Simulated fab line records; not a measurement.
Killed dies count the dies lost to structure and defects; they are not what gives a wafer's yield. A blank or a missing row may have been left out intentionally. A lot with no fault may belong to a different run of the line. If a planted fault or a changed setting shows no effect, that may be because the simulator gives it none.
What tool caused it?    flow n5-finfet    30 wafers from 10 lots sampled at 4 of the route's 1938 steps

WHAT THE GAUGES READ, wafer by wafer
N5_PMOS_HMC_CHANNEL_EPI_OVL_MEAS_10.
lot   measured     on          PMOS_HMC_BLK_OVL (nm)
L951  day 1 17:17  overlay-02  0.7 -0.6 0.8
L954  day 2 11:21  overlay-02  0.2 -0.3 0.6
L956  day 2 23:33  overlay-01  69.2 69.8 70.2
L957  day 3 05:38  overlay-01  74.4 74.4 74.2
L961  day 4 06:46  overlay-02  0.0 -0.1 -0.7
L962  day 4 11:35  overlay-02  1.1 0.1 0.2
L963  day 4 17:06  overlay-02  -0.6 0.2 0.4
L970  day 6 11:23  overlay-02  -1.2 -0.9 -0.2
L971  day 6 17:42  overlay-01  0.5 0.0 1.1
L974  day 7 11:13  overlay-01  -0.8 2.0 0.0

WHAT TOOL EACH LOT RAN ON (gives the tool, then ch and the chambers of the sampled wafers, and finally the start)
lot   N5_WELL_APT_EPI_41              N5_PMOS_HMC_CHANNEL_EPI_HM_DEP_34  N5_PMOS_HMC_CHANNEL_EPI_EXPOSE_06
L951  epi-rpcvd-04 ch 0, day 1 16:19  pecvd-03 ch 0,1,2, day 1 16:59     arfi-scanner-01 ch 0, day 1 17:08
L954  epi-rpcvd-03 ch 0, day 2 10:19  pecvd-01 ch 0,1, day 2 10:55       arfi-scanner-02 ch 0, day 2 11:13
L956  epi-rpcvd-04 ch 0, day 2 22:37  pecvd-02 ch 0,1, day 2 23:06       arfi-scanner-02 ch 0, day 2 23:24
L957  epi-rpcvd-02 ch 0, day 3 04:40  pecvd-03 ch 0,1,2, day 3 05:20     arfi-scanner-02 ch 0, day 3 05:29
L961  epi-rpcvd-03 ch 0, day 4 05:40  pecvd-02 ch 0,1,2, day 4 06:20     arfi-scanner-01 ch 0, day 4 06:37
L962  epi-rpcvd-02 ch 0, day 4 10:33  pecvd-02 ch 0,1, day 4 11:07       arfi-scanner-03 ch 0, day 4 11:25
L963  epi-rpcvd-03 ch 0, day 4 16:07  pecvd-03 ch 0,1, day 4 16:47       arfi-scanner-03 ch 0, day 4 16:56
L970  epi-rpcvd-02 ch 0, day 6 10:17  pecvd-02 ch 0,1,2, day 6 10:58     arfi-scanner-01 ch 0, day 6 11:14
L971  epi-rpcvd-02 ch 0, day 6 17:01  pecvd-01 ch 0,1,2, day 6 17:24     arfi-scanner-01 ch 0, day 6 17:34
L974  epi-rpcvd-02 ch 0, day 7 10:22  pecvd-01 ch 0,2, day 7 10:46       arfi-scanner-01 ch 0, day 7 11:04
- N5_WELL_APT_EPI_41: deposits Si from SiH4/H2, target thk 50 nm, time 297.7 s.
- N5_PMOS_HMC_CHANNEL_EPI_HM_DEP_34: deposits SiO2 from TEOS/O2, target thk 36 nm, time 6.9 s.
- N5_PMOS_HMC_CHANNEL_EPI_EXPOSE_06: exposes mask PMOS HMC BLK, target cd 240 nm.

THE ANSWER, worked out from the rows above alone
Rule: the lots themselves supply what counts as usual. Put in order of their means at a reading, lots are off if they are a third of the lots or fewer, leave a main group of 4 or more, and stand apart from it by a gap of 3 or more times the standard deviation of the main group's means; of several such gaps the widest counts. The tables above print the reading to a certain number of digits; a main group whose means all agree to those digits is not used. Also off: a lot with no number at a reading for which 4 or more lots have one. All remaining lots with rows at the step are treated as sound.
Off: at N5_PMOS_HMC_CHANNEL_EPI_OVL_MEAS_10 (PMOS_HMC_BLK_OVL), L956, L957. Mean 0.1 nm and standard deviation 0.41 in the main group.
A tool fits if, at a process step before that reading, it ran every lot that is off, and no sound lot after the first of them. The gauges at N5_PMOS_HMC_CHANNEL_EPI_OVL_MEAS_10 are tried like those tools. One fits: arfi-scanner-02 at N5_PMOS_HMC_CHANNEL_EPI_EXPOSE_06. A fault onset in the window from L954 (day 2 11:13, its last sound lot) to L956 (day 2 23:24, its first lot off) fits.

WHAT THE SIMULATOR HAD INSERTED
Scanner matching overlay: arfi-scanner-02, from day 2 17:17 on, at N5_PMOS_HMC_CHANNEL_EPI_EXPOSE_06. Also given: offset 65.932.
Lots struck among those shown: L956, L957. The same result came from the rule above.
